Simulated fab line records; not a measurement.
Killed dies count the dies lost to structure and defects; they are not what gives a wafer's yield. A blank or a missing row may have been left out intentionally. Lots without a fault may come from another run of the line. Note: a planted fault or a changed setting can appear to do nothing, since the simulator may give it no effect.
Which tool is to blame? ; flow n5_finfet ; Sampling: 11 lots, 31 wafers, 4 of 1938 route steps

== WHAT THE GAUGES SHOWED, per wafer ==
N5_PASSIVATION_INSPECT_61: inspects for defects (macro).
lot;measured;on;raw_defect_count
L387;day 12 08:35;defect_inspect-02;3 0 2
L389;day 12 08:34;defect_inspect-01;1 0 5
L393;day 12 20:07;defect_inspect-02;0 5
L392;day 12 22:15;defect_inspect-02;2 2
L396;day 13 16:01;defect_inspect-01;2 2 2
L394;day 13 21:14;defect_inspect-01;2 3 0
L402;day 16 04:25;defect_inspect-01;1 4 4
L403;day 16 11:14;defect_inspect-02;6 2 0
L404;day 16 11:24;defect_inspect-02;0 1 3
L406;day 16 12:42;defect_inspect-01;1 2 3
L405;day 17 03:50;defect_inspect-01;5 4 4

== TOOL THAT RAN EACH LOT (tool first, then ch and the chambers of the sampled wafers, then the start) ==
lot;N5_MIM_TOP_LITHO_DESCUM_10;N5_MIM_BOT_ETCH_ETCH_03;N5_PASSIVATION_EXPOSE_07
L387;rie_diel-03 ch 1,3, day 12 05:03;rie_metal-03 ch 0, day 12 06:23;krf_scanner-01 ch 0, day 12 08:22
L389;rie_diel-06 ch 1,2,3, day 12 05:04;rie_metal-02 ch 0, day 12 06:28;krf_scanner-01 ch 0, day 12 08:20
L393;rie_diel-06 ch 1,3, day 12 16:13;rie_metal-01 ch 0,1, day 12 17:16;krf_scanner-02 ch 0, day 12 19:53
L392;rie_diel-04 ch 1,2, day 12 19:21;rie_metal-03 ch 0,1, day 12 20:33;krf_scanner-02 ch 0, day 12 22:02
L396;rie_diel-04 ch 2,3, day 13 13:49;rie_metal-03 ch 0,1, day 13 14:52;krf_scanner-02 ch 0, day 13 15:47
L394;rie_diel-06 ch 1,2, day 13 17:05;rie_metal-02 ch 1, day 13 18:12;krf_scanner-01 ch 0, day 13 21:01
L402;rie_diel-03 ch 0,2, day 15 23:33;rie_metal-01 ch 0,1, day 16 00:39;krf_scanner-01 ch 0, day 16 04:11
L403;rie_diel-06 ch 1,2, day 16 06:20;rie_metal-02 ch 0,1, day 16 07:28;krf_scanner-01 ch 0, day 16 11:01
L404;rie_diel-04 ch 0,1,2, day 16 07:15;rie_metal-02 ch 0,1, day 16 08:50;krf_scanner-02 ch 0, day 16 11:10
L406;rie_diel-04 ch 1,2, day 16 09:51;rie_metal-02 ch 0,1, day 16 10:46;krf_scanner-02 ch 0, day 16 12:29
L405;rie_diel-06 ch 1,2, day 16 22:02;rie_metal-02 ch 0,1, day 16 23:22;krf_scanner-02 ch 0, day 17 03:36
- N5_MIM_TOP_LITHO_DESCUM_10: chemistry O2, time 7.9 s.
- N5_MIM_BOT_ETCH_ETCH_03: etches the open film in Cl2/BCl3, target depth 12 nm.
- N5_PASSIVATION_EXPOSE_07: exposes mask TV, defocus 0 nm, target cd 3000 nm.

== AS READ BY THE TOOLS THEMSELVES (means over the sampled wafers that have a number; for cases with no such wafer, the mark the record gives instead) ==
N5_MIM_TOP_LITHO_DESCUM_10.
lot;tool;bias_power_w (W);drypump_motor_current_A (A);o2_flow_sccm (sccm);oes_product_au (a.u.);rf_vpp_V (V);showerhead_plenum_p_Torr (Torr);throttle_valve_pct (%)
L387;rie_diel-03;19.94;5.8;225.5;0.70;242.8;2.10;20.57
L389;rie_diel-06;19.99;6.0;224.4;0.83;243.0;2.08;20.36
L393;rie_diel-06;20.02;6.0;225.6;0.79;243.2;2.09;20.30
L392;rie_diel-04;20.01;6.0;225.2;0.74;243.4;2.09;20.48
L396;rie_diel-04;20.04;6.0;225.3;0.91;243.1;2.12;20.16
L394;rie_diel-06;20.01;6.4;224.9;0.88;242.8;2.10;20.21
L402;rie_diel-03;19.96;6.0;225.2;0.82;243.8;2.13;20.73
L403;rie_diel-06;20.01;6.4;225.1;0.85;243.7;2.09;20.24
L404;rie_diel-04;19.98;6.1;224.6;0.79;242.5;2.04;20.33
L406;rie_diel-04;19.98;5.9;225.3;0.82;241.9;2.06;20.38
L405;rie_diel-06;19.96;6.2;224.8;0.84;243.0;2.07;20.39

N5_MIM_BOT_ETCH_ETCH_03.
lot;tool;drypump_motor_current_A (A);oes_product_au (a.u.);throttle_valve_pct (%)
L387;rie_metal-03;6.3;0.80;27.9
L389;rie_metal-02;5.9;0.63;27.9
L393;rie_metal-01;5.3;0.92;27.8
L392;rie_metal-03;5.8;0.80;27.5
L396;rie_metal-03;6.0;0.79;27.6
L394;rie_metal-02;5.7;0.99;27.3
L402;rie_metal-01;5.5;0.88;27.6
L403;rie_metal-02;5.9;0.93;27.2
L404;rie_metal-02;5.9;0.94;27.3
L406;rie_metal-02;5.8;0.95;27.3
L405;rie_metal-02;5.8;0.93;27.2

N5_PASSIVATION_EXPOSE_07.
lot;tool;exposure_dose_mJ_cm2
L387;krf_scanner-01;22.726
L389;krf_scanner-01;22.764
L393;krf_scanner-02;22.761
L392;krf_scanner-02;22.756
L396;krf_scanner-02;22.758
L394;krf_scanner-01;22.757
L402;krf_scanner-01;23.283
L403;krf_scanner-01;23.329
L404;krf_scanner-02;22.774
L406;krf_scanner-02;22.751
L405;krf_scanner-02;22.749

== THE ANSWER, worked out from the rows above alone ==
Rule: what is usual is taken from the lots themselves. The widest of any qualifying gaps counts: lots, ordered by their means at a reading, are off when they make up no more than a third of the lots, leave a main group of 4 or more, and stand apart from it by 3 or more times the standard deviation of that group's means. A main group whose means are all the same, to the digits that the tables above print for the reading, isn't used. Also off: a lot with no number at a reading for which 4 or more lots have one. All remaining lots with rows at the step are treated as sound. After the gauges, taken in route order, come the tools' own readings; for these a lot's mean is taken, as printed above. At the first step where some lot is off, the reading lying furthest off is the one used; lots without a number count as furthest.
Off: L402, L403, at N5_PASSIVATION_EXPOSE_07 (exposure_dose_mJ_cm2). Main group: mean 22.755, sd 0.012.
A tool fits if, at that step or a process step before it, it ran every lot that is off, and no sound lot after the first of them. One fits: N5_PASSIVATION_EXPOSE_07 on krf_scanner-01. Its last sound lot is L394 (day 13 21:01), its first lot that is off L402 (day 16 04:11): a fault that began between those two fits.
The tool's own readings at N5_PASSIVATION_EXPOSE_07 bear it out: on the lots that are off they differ by more than 5 times the standard deviation of the sound lots' means. exposure_dose_mJ_cm2 reads 23.306 there against 22.755 on the sound lots.

== WHAT THE SIMULATOR HAD INSERTED ==
Process parameters drifting: krf_scanner-01 at N5_PASSIVATION_EXPOSE_07, beginning at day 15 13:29. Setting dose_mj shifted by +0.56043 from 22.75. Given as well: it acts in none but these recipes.
Struck lots among those shown: L402, L403. The same result came from the rule above.
